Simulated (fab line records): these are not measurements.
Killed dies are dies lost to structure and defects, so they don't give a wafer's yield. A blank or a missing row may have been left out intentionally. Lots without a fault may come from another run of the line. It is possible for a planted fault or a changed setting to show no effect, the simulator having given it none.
Struck lot and sound lot, side by side | flow nand_harc | 40 steps out of a route of 1159
Sound: the wafers L697.1, L697.2, L697.5. Struck: wafer L710.2. (L710.3, L710.6 of the same lot were not struck and are left out.) The cause comes at the end.
Per side, at each step with rows, come the tool, then ch with its chambers, and then its first start. Under that, the readings that differ: sound wafers | struck wafers | difference of the means | sigmas: that difference in standard deviations of wafers without a fault.
alike: words and numbers the same on both sides, and readings whose means are apart by under 2 such deviations; not compared: readings that were withheld, readings missing a value for some wafer, numbers with overlapping values and no deviation given by the record, and bounds like >300 which may hide the same value.
Wherever a step has rows on one side only, a row that says differs or no value, or a row with sigmas, the two part there. When numbers do not overlap yet have no deviation, they are printed without sigmas and do not part them. A reading that every wafer of one side lacks parts them only if that side has two wafers or more.

NHARC_P_CONTACT_ETCH_35: etches the open film in CF4, target depth 39 nm, time 65 s.
  sound on rie_diel-06 ch 0,1, day 5 21:55; struck on rie_diel-06 ch 1, day 9 03:23
  alike: drypump_motor_current_A, oes_product_au, rf_vpp_V, showerhead_plenum_p_Torr, throttle_valve_pct
  not compared: rf_hours_counter_h
then, 1 step without rows for these wafers: NHARC_P_CONTACT_ETCH_36 (etches the open film in N2/H2, target depth 260 nm, time 406.25 s).
NHARC_P_CONTACT_ETCH_18: etches the open film in C4F8/O2/Ar, target depth 481 nm, time 240.5 s.
  sound: rie_diel-06 ch 1,2; struck: rie_diel-06 ch 0
  alike: oes_product_au, rf_vpp_V
  not compared: rf_hours_counter_h
then, 2 steps without rows for these wafers: NHARC_P_CONTACT_STRIP_37 (strips in C4F8/O2/Ar); NHARC_P_CONTACT_ETCH_31 (etches the open film in CH3F/O2, target depth 30 nm, time 85.7 s).
NHARC_P_CONTACT_CD_MEAS_19:
  sound on cd_sem-03 at day 5 22:46; struck on cd_sem-02 at day 9 04:49
  alike: cd_nm
then, 4 steps without rows for these wafers: NHARC_P_CONTACT_STRIP_28 (strips in O2); NHARC_P_CONTACT_STRIP_29 (strips in post etch residue remover, time 1200 s); NHARC_P_CONTACT_DEGAS_38 (time 60 s); NHARC_P_CONTACT_PRE_CLEAN_39 (time 19.5 s).
NHARC_P_CONTACT_PVD_32: deposits Ti, target thk 5 nm, time 17.7 s.
  sound on pvd_sputter-01; struck on pvd_sputter-01
  alike: throttle_valve_pct
then, 1 step without rows for these wafers: NHARC_P_CONTACT_ALD_22 (deposits TiN, target thk 3 nm, pulse time 1 s, ald cycles 150).
NHARC_P_CONTACT_CVD_23: deposits W, target thk 200 nm, time 557 s.
  sound on cvd_w-02 ch 0,1, day 6 05:14; struck on cvd_w-01 ch 0, day 9 11:23
  reading            | sound       | struck | difference | sigmas
  heater_power_w (W) | 486 512 487 | 409    | -86        | -2
  alike: heater_power_outer_w, mfc_h2_sccm, throttle_valve_pct
then, 12 steps without rows for these wafers: NHARC_P_CONTACT_CMP_24 (polishes, t overpolish 30 s, target thk 200 nm); NHARC_P_CONTACT_SRD_26; NHARC_P_M0_DEP_00 (deposits SiOC, target thk 150 nm); NHARC_P_M0_DEHYDRATE_01 (time 120 s); NHARC_P_M0_HMDS_02 (time 30 s); NHARC_P_M0_COAT_33 (time 65 s); NHARC_P_M0_COAT_03 (resist thk 90 nm); NHARC_P_M0_SOFTBAKE_04 (time 55 s); NHARC_P_M0_EBR_05; NHARC_P_M0_EXPOSE_06 (exposes mask P M0, target cd 90 nm); NHARC_P_M0_PEB_07 (peb time 65 s); NHARC_P_M0_DEVELOP_08 (develop time 35 s).
NHARC_P_M0_CD_MEAS_09: the cd target is 90 nm.
  sound on cd_sem-02 ch 0, day 6 07:13; struck on cd_sem-03 ch 0, day 9 13:08
  alike: cd_nm
NHARC_P_M0_OVL_MEAS_10: pitch 180 nm.
  sound on overlay-01 at day 6 07:18; struck on overlay-01 at day 9 13:14
  alike: overlay_x_nm, overlay_y_nm
then, 2 steps without rows for these wafers: NHARC_P_M0_DESCUM_14 (chemistry O2, time 3 s); NHARC_P_M0_ETCH_34 (etches the open film in N2/H2, target depth 40 nm, overetch 12 nm, time 43.94 s).
NHARC_P_M0_ETCH_15: etches the open film in C4F8/Ar, target depth 150 nm, overetch 15 nm, time 82.5 s.
  sound: rie_diel-13 ch 2,3; struck: rie_diel-01 ch 1
  alike: oes_product_au, rf_vpp_V
  not compared: rf_hours_counter_h
NHARC_P_M0_CD_MEAS_16:
  sound on cd_sem-01 at day 6 07:42; struck on cd_sem-02 at day 9 13:38
  alike: cd_nm
then, 2 steps without rows for these wafers: NHARC_P_M0_STRIP_18 (strips in N2/H2); NHARC_P_M0_STRIP_19 (strips in post etch residue remover, time 600 s).
NHARC_P_M0_DEGAS_28: time 60 s.
  sound on pvd_sputter-02 at day 6 08:19; struck on pvd_sputter-03 at day 9 14:15
  alike: heater_power_w
then, 5 steps without rows for these wafers: NHARC_P_M0_PRE_CLEAN_29 (time 30 s); NHARC_P_M0_PVD_20 (deposits TaN, target thk 5 nm, time 8.06 s); NHARC_P_M0_PVD_21 (deposits Cu, target thk 30 nm, time 20.49 s); NHARC_P_M0_ECD_22 (material Cu, target thk 400 nm); NHARC_P_M0_ANNEAL_30 (time 90 s).
-- jump in the record: it breaks off in module P_M0 and resumes in module END (first step shown: number 1159 of the route), and 13 days separate the struck wafers' starts before and after --
NHARC_END_SORT_01:
  only the struck wafers appear in the record here, on prober-01 ch 0 at day 22 12:45; the sound ones have no rows

## WHERE THEY PART
Last at NHARC_END_SORT_01 as far as this record goes, first at NHARC_P_CONTACT_CVD_23.

WHY: whatever the simulator had introduced
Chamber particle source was cvd_w-01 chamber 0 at NHARC_P_CONTACT_CVD_23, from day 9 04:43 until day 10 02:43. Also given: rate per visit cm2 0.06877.
